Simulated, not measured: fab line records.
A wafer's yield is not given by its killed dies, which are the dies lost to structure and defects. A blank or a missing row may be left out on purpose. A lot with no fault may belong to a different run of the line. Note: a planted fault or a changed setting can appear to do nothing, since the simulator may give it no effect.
Split-lot trial	flow n5 finfet	39 wafers read across 7 lots, on a route 1938 steps long

== ON THE SPLIT ==
At N5_FIN_SAQP_PECVD_48 (deposits SiNx from SiH4/NH3/N2, target thk 25 nm, time 22.1 s), the setting time s was moved away from the recipe's 22.1 s on 15 of the 39 wafers read, by -38.2% to +56.0%. For the rest of the wafers, this setting stayed at what the recipe calls for.

== FROM THE SPLIT TO THE READING: what the file shows between them, 2 steps ==
- N5_FIN_SAQP_PECVD_06: deposits a-Si from SiH4/He, target thk 60 nm, time 48.1 s
- N5_FIN_SAQP_MANDREL1_REMOVE_56: chemistry HBr/Cl2/O2, target a-Si, stops on SiNx, bt time 10 s

== THE READING ==
etch.depth nm (the simulator's own value, which no gauge read), in nm, at N5_FIN_SAQP_ETCH_57 (etches SiNx in CH3F/O2, target depth 32.5 nm, time 46.4 s). The file does not state a usual value for it. Here, 24 wafers ran the recipe; their average is 25.01 nm with a standard deviation of 0.3 nm.

wafer	tool, chamber at the split	time s as run, s	against the recipe	etch.depth nm, nm	against lot-mates on the recipe
L078.1	pecvd-02, 1	26.33	+19.1%	29.07	+3.97
L078.2	pecvd-02, 0	22.1	recipe	24.77	-
L078.3	pecvd-02, 1	26.33	+19.1%	30.33	+5.23
L078.4	pecvd-02, 0	22.1	recipe	25.14	-
L078.5	pecvd-02, 1	22.1	recipe	25.4	-
L078.6	pecvd-02, 0	26.33	+19.1%	29.3	+4.20
L080.1	pecvd-01, 0	22.1	recipe	25.1	-
L080.2	pecvd-01, 2	22.1	recipe	25.04	-
L080.3	pecvd-01, 1	22.1	recipe	24.92	-
L080.4	pecvd-01, 1	22.1	recipe	25.42	-
L080.5	pecvd-01, 2	22.1	recipe	25.25	-
L080.6	pecvd-01, 0	22.1	recipe	25.45	-
L083.2	pecvd-01, 0	22.1	recipe	24.9	-
L083.3	pecvd-01, 2	22.1	recipe	25.18	-
L083.5	pecvd-01, 2	22.1	recipe	25.36	-
L087.1	pecvd-02, 0	22.1	recipe	25.3	-
L087.2	pecvd-02, 2	22.1	recipe	25.14	-
L087.3	pecvd-02, 1	13.65	-38.2%	15.36	-9.87
L087.4	pecvd-02, 2	13.65	-38.2%	15.89	-9.34
L087.5	pecvd-02, 0	13.65	-38.2%	15.61	-9.62
L087.6	pecvd-02, 1	22.1	recipe	25.25	-
L090.1	pecvd-01, 1	22.1	recipe	24.65	-
L090.2	pecvd-01, 2	17.13	-22.5%	19.4	-5.27
L090.3	pecvd-01, 0	22.1	recipe	24.35	-
L090.4	pecvd-01, 1	17.13	-22.5%	19.63	-5.04
L090.5	pecvd-01, 2	22.1	recipe	25.01	-
L090.6	pecvd-01, 0	17.13	-22.5%	19.14	-5.53
L096.1	pecvd-03, 0	22.1	recipe	24.61	-
L096.2	pecvd-03, 1	34.47	+56.0%	38.57	+13.81
L096.3	pecvd-03, 2	34.47	+56.0%	38.31	+13.55
L096.4	pecvd-03, 2	34.47	+56.0%	39.08	+14.32
L096.5	pecvd-03, 0	22.1	recipe	24.76	-
L096.6	pecvd-03, 1	22.1	recipe	24.91	-
L097.1	pecvd-03, 1	16.62	-24.8%	18.14	-6.60
L097.2	pecvd-03, 2	16.62	-24.8%	18.47	-6.27
L097.3	pecvd-03, 0	22.1	recipe	24.46	-
L097.4	pecvd-03, 2	22.1	recipe	24.76	-
L097.5	pecvd-03, 0	22.1	recipe	25	-
L097.6	pecvd-03, 1	16.62	-24.8%	18.8	-5.94

FIT RESULTS
A straight line over all 39 wafers: etch.depth nm changes by +0.246 nm for each +1% of time s; r = +1.00; the points scatter about the line by 0.34 nm.
The same after taking each lot's own level away (the mean of its wafers on the recipe; 39 wafers): +0.247 nm for each +1%; r = +1.00; scatter 0.3 nm.
According to that fit, moving time s by its largest amount changes the reading by 14 nm.
Measured against the standard deviation above, the lots' own levels, which go from 24.670 to 25.230 nm, span 1.9 times it.
The two slopes are in agreement: the lot-to-lot level therefore moves the slope only a little.
Check: +13.8 nm against its lot-mates is what the line predicts for one of the wafers moved furthest among these (+56.0%) when that wafer is left out of the fit. Against them it came out at +13.8 nm.

== THE WHOLE CHAIN: every reading that the file lists as answering this split, in the file's order ==
step	what it does	reading	change (the file's fit)	r (the file's)
N5_FIN_SAQP_PECVD_48	deposits SiNx from SiH4/NH3/N2, target thk 25 nm, time 22.1 s	SiNx_of_FIN_SAQP_PECVD_48.thk nm (the simulator's own value, which no gauge read)	+0.248 nm for each +1% of the setting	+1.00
N5_FIN_SAQP_ETCH_57	etches SiNx in CH3F/O2, target depth 32.5 nm, time 46.4 s	etch rf on time s	withheld for each +1% of the setting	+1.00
N5_FIN_SAQP_ETCH_57	etches SiNx in CH3F/O2, target depth 32.5 nm, time 46.4 s	etch.depth nm (the simulator's own value, which no gauge read)	+0.247 nm for each +1% of the setting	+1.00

== THE FILE'S OWN FIT ==
etch.depth nm changes by +0.247 nm for each +1% of time s, r = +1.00.
